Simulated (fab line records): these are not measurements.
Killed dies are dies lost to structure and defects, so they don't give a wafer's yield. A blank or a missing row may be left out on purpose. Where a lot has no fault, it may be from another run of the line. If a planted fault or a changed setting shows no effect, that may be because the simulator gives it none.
Matching of chambers | flow nandHarc | 4 sister chambers for NHARC_A_BONDPAD_ETCH_34 on rieDiel-01
The step etches the open film in N2/H2, target depth 60 nm, overetch 18 nm, time 65.91 s. 16 wafers are shown with their chamber, then 7 later ones without.

== WAFERS, EACH WITH ITS CHAMBER ==
wafer  | chamber | rfVppV (V) | h2FlowSccm (sccm) | oesProductAu (a.u.)
L632.2 | 3       | 428.1      | 149.7             | 0.997
L632.3 | 2       | 427.4      | 150.7             | 0.989
L632.5 | 0       | 433.6      | 149.7             | 1.006
L641.1 | 1       | 432.4      | 149.9             | 0.987
L641.6 | 1       | 431.7      | 149.4             | 0.989
L644.2 | 1       | 431.8      | 149.6             | 0.992
L644.4 | 0       | 436.4      | 151.4             | 0.993
L644.5 | 3       | 427.7      | 149.3             | 1.000
L643.1 | 3       | 424.4      | 149.6             | 1.005
L643.4 | 1       | 431.4      | 150.0             | 0.990
L643.6 | 0       | 434.0      | 150.3             | 0.984
L648.1 | 2       | 429.0      | 150.7             | 0.993
L648.4 | 0       | 435.0      | 150.0             | 1.016
L648.6 | 2       | 428.9      | 150.7             | 0.991
L649.1 | 3       | 427.5      | 150.4             | 0.993
L649.3 | 2       | 427.6      | 150.1             | 0.994

SIGNATURES (averages over the wafers above)
reading      | chamber 0 | chamber 1 | chamber 2 | chamber 3 | scatter within a chamber
rfVppV       | 434.750   | 431.825   | 428.225   | 426.925   | 1.16
h2FlowSccm   | 150.350   | 149.725   | 150.550   | 149.750   | 0.483
oesProductAu | 0.99975   | 0.98950   | 0.99175   | 0.99875   | 0.00764
Rule: a wafer lies at a distance from a chamber equal to the root of the sum of squares, over the readings, of (its reading less the chamber's mean, divided by the reading's scatter). The wafer belongs to the nearest chamber; if the next one is less than 2 further off, it can't be placed. How the scatter is found: for the shown wafers, subtract from each reading the mean of its chamber, square and add these, divide the total by (wafers less chambers), then take the root.

== WAFERS WHOSE CHAMBER IS MISSING ==
wafer  | rfVppV (V) | h2FlowSccm (sccm) | oesProductAu (a.u.)
L649.4 | 433.0      | 149.8             | 1.013
L653.2 | 427.1      | 149.9             | 0.994
L653.4 | 432.4      | 150.0             | 1.013
L653.5 | 434.7      | 150.5             | 1.019
L654.2 | 428.5      | 150.2             | 0.987
L654.4 | 434.0      | 149.6             | 1.019
L654.6 | 429.6      | 150.2             | 0.989

== WHICH CHAMBER EACH ONE RAN IN ==
wafer  | from the rows above          | in truth
L649.4 | can't be placed: 0 or 1      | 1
L653.2 | can't be placed: 3 or 2      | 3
L653.4 | can't be placed: 0 or 1 or 2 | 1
L653.5 | 0                            | 0
L654.2 | can't be placed: 2 or 3      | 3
L654.4 | can't be placed: 0 or 1      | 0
L654.6 | can't be placed: 2 or 1 or 3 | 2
Placed correctly: 1 of 7. These rows do not allow placing 6 (true chamber among the candidates in 6). Wrongly placed: 0.
